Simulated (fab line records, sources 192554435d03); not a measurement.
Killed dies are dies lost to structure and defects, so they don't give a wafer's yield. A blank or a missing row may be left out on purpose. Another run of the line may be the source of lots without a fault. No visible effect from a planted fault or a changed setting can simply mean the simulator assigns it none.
Chamber matching :: flow n5_finfet :: N5_BEOL_M2_STRIP_19 on rie_diel-05: 4 sister chambers
The step strips in O2. 4 wafers are shown with their chamber, then 8 later ones without.

## EACH WAFER AND ITS CHAMBER
wafer: L086.2
chamber: 3
showerhead_plenum_p_Torr (Torr): 2.10

wafer: L086.4
chamber: 2
showerhead_plenum_p_Torr (Torr): 2.14

wafer: L086.6
chamber: 1
showerhead_plenum_p_Torr (Torr): 2.15

wafer: L089.3
chamber: 0
showerhead_plenum_p_Torr (Torr): 2.00

## WAFERS WITH NO CHAMBER GIVEN
wafer: L089.4
showerhead_plenum_p_Torr (Torr): 2.15

wafer: L089.6
showerhead_plenum_p_Torr (Torr): 2.00

wafer: L094.2
showerhead_plenum_p_Torr (Torr): 2.14

wafer: L094.3
showerhead_plenum_p_Torr (Torr): 1.99

wafer: L094.5
showerhead_plenum_p_Torr (Torr): 2.14

wafer: L095.4
showerhead_plenum_p_Torr (Torr): 2.14

wafer: L095.5
showerhead_plenum_p_Torr (Torr): 2.14

wafer: L095.6
showerhead_plenum_p_Torr (Torr): 2.10

## EACH ONE'S CHAMBER
wafer: L089.4
from the rows above: 1
in truth: 1

wafer: L089.6
from the rows above: 0
in truth: 0

wafer: L094.2
from the rows above: 2
in truth: 2

wafer: L094.3
from the rows above: 0
in truth: 0

wafer: L094.5
from the rows above: 2
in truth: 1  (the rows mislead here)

wafer: L095.4
from the rows above: 2
in truth: 2

wafer: L095.5
from the rows above: 2
in truth: 2

wafer: L095.6
from the rows above: 3
in truth: 3
Correctly placed: 7 of 8. Not placeable from these rows: 0. 1 placed wrongly.
How it was worked out, from the rows above alone: a wafer's distance from a chamber is the root of the sum, over the readings, of the square of ((its reading less the chamber's mean) divided by the reading's scatter). The wafer belongs to the nearest chamber; if the next one is less than 2 further off, it can't be placed. The mean given for a chamber averages the wafers shown for that chamber. The scatter: with one shown wafer a chamber, the root of the mean of the squares of how far each hidden wafer lies from its nearest shown one.
